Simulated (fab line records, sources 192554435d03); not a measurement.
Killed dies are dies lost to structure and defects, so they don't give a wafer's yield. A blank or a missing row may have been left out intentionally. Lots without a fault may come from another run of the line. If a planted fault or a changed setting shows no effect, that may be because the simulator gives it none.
Matching of chambers | flow n5 finfet | N5_BEOL_M6_DESCUM_33 on rie diel-06 has 4 sister chambers
The step chemistry O2, time 7 s. 8 wafers are shown with their chamber, then 7 later ones without.

## WAFERS, EACH WITH ITS CHAMBER
wafer  | chamber | throttle valve pct (%) | drypump motor current A (A)
L078.1 | 0       | 20.2                   | 5.7
L080.2 | 0       | 20.3                   | 5.7
L080.5 | 1       | 20.1                   | 6.2
L082.1 | 1       | 20.1                   | 6.2
L082.4 | 2       | 20.9                   | 5.6
L082.6 | 3       | 20.5                   | 5.6
L086.3 | 2       | 20.9                   | 5.5
L086.4 | 3       | 20.5                   | 5.6

## WAFERS MISSING THEIR CHAMBER
wafer  | throttle valve pct (%) | drypump motor current A (A)
L086.6 | 20.9                   | 5.6
L090.2 | 20.9                   | 5.6
L090.5 | 20.5                   | 5.6
L090.6 | 20.3                   | 5.7
L095.1 | 20.3                   | 5.7
L095.2 | 20.5                   | 5.6
L095.3 | 20.2                   | 6.3

## WHICH CHAMBER EACH WENT THROUGH
wafer  | from the rows above | in truth
L086.6 | 2                   | 2
L090.2 | 2                   | 2
L090.5 | 3                   | 3
L090.6 | 0                   | 0
L095.1 | 0                   | 0
L095.2 | 3                   | 3
L095.3 | 1                   | 1
Correctly placed: 7 of 7. Number that these rows cannot place: 0. Placed wrongly: 0.
How it was worked out, from the rows above alone: a wafer's distance from a chamber is the root of the sum, over the readings, of the square of ((its reading less the chamber's mean) divided by the reading's scatter). If the next closest chamber is less than 2 further off than the closest, the wafer can't be placed; otherwise it belongs to the closest. A chamber's mean is the mean of its shown wafers. The scatter: the root of (the sum of the squares of (reading less its chamber's mean) over the shown wafers, divided by (wafers less chambers)).
